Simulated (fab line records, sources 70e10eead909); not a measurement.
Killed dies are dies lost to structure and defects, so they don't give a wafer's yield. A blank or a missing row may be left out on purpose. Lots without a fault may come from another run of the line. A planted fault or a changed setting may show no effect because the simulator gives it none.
A struck lot beside a sound one | flow nand_harc | 15 steps out of a route of 1302
Sound: wafers L544.1, L544.4, L544.6. Struck: wafer L534.5. (L534.3, L534.4 of the same lot were not struck and are left out.) The cause comes at the end.
At each step with rows: each side's tool, then ch and its chambers, then its first start. Under that, the readings that differ: sound wafers | struck wafers | difference of the means | sigmas: that difference in standard deviations of wafers without a fault.
alike: readings whose means differ by less than 2 such deviations, and words and numbers that are the same on both sides. not compared: withheld readings, readings that some wafer has no value for, bounds like >300 that may hide the same value, and numbers for which the record gives no deviation and whose values overlap.
The two part at a step that has a row with sigmas, a row that says differs or no value, or rows on one side only. Numbers that don't overlap but have no deviation are shown without sigmas and don't part them. A reading that every wafer of one side lacks parts them only if that side has two wafers or more.

first, 1 step without rows for these wafers: NHARC_A_ONON_D1_DEP_06 (target thk 1000 nm).
NHARC_A_ONON_D1_THK_MEAS_08: measures by ellipsometry.
  sound on film_metro-01, day 16 01:13; struck on film_metro-02, day 12 04:58
  reading     | sound       | struck | difference | sigmas
  thk_nm (nm) | 992 993 991 | 1015   | +23        | +2
then, 1 step without rows for these wafers: NHARC_A_ONON_D1_DEP_09 (target thk 1000 nm).
NHARC_A_ONON_D1_THK_MEAS_11: measures by ellipsometry.
  sound on film_metro-01, day 16 01:47; struck on film_metro-02, day 12 05:32
  alike: thk_nm
then, 1 step without rows for these wafers: NHARC_A_ONON_D1_DEP_12 (target thk 1000 nm).
NHARC_A_ONON_D1_THK_MEAS_14: measures by ellipsometry.
  sound on film_metro-01, day 16 02:21; struck on film_metro-01, day 12 06:06
  alike: thk_nm
then, 2 steps without rows for these wafers: NHARC_A_ONON_D1_ANNEAL_15 (time 3600 s); NHARC_A_ONON_D1_DEP_16 (target thk 1000 nm).
NHARC_A_ONON_D1_THK_MEAS_18: measures by ellipsometry.
  sound on film_metro-01, day 16 10:32; struck on film_metro-01, day 12 13:59
  alike: thk_nm
then, 1 step without rows for these wafers: NHARC_A_ONON_D1_DEP_19 (target thk 1000 nm).
NHARC_A_ONON_D1_THK_MEAS_21: measures by ellipsometry.
  sound on film_metro-02, day 16 11:06; struck on film_metro-02, day 12 14:33
  reading     | sound          | struck | difference | sigmas
  thk_nm (nm) | 1027 1027 1027 | 990    | -37        | -4
NHARC_A_ONON_D1_DEP_22: target thk 1000 nm.
  sound on pecvd_onon-03 ch 0, day 16 11:09; struck on pecvd_onon-02 ch 0, day 12 14:43
  reading              | sound          | struck | difference | sigmas
  n2o_flow_sccm (sccm) | 2005 2014 2013 | 1998   | -13        | -2
NHARC_A_ONON_D1_THK_MEAS_24: measures by ellipsometry.
  sound on film_metro-02, day 16 11:40; struck on film_metro-01, day 12 15:07
  reading     | sound       | struck | difference | sigmas
  thk_nm (nm) | 990 989 988 | 1306   | +317       | +26
then, 1 step without rows for these wafers: NHARC_A_ONON_D1_DEP_25 (target thk 1000 nm).
-- the record jumps here: 17 days lie between the struck wafers' starts before and after (it left off in module A_ONON_D1 and takes up again in module END, whose first step shown is number 1302 of the route) --
NHARC_END_SORT_01:
  the record has rows for the struck wafers here (prober-02 ch 0, day 29 06:18) and none for the sound ones

WHERE THEY PART
First at NHARC_A_ONON_D1_THK_MEAS_08; last, within this record, at NHARC_END_SORT_01.

WHY: what the simulator had put in
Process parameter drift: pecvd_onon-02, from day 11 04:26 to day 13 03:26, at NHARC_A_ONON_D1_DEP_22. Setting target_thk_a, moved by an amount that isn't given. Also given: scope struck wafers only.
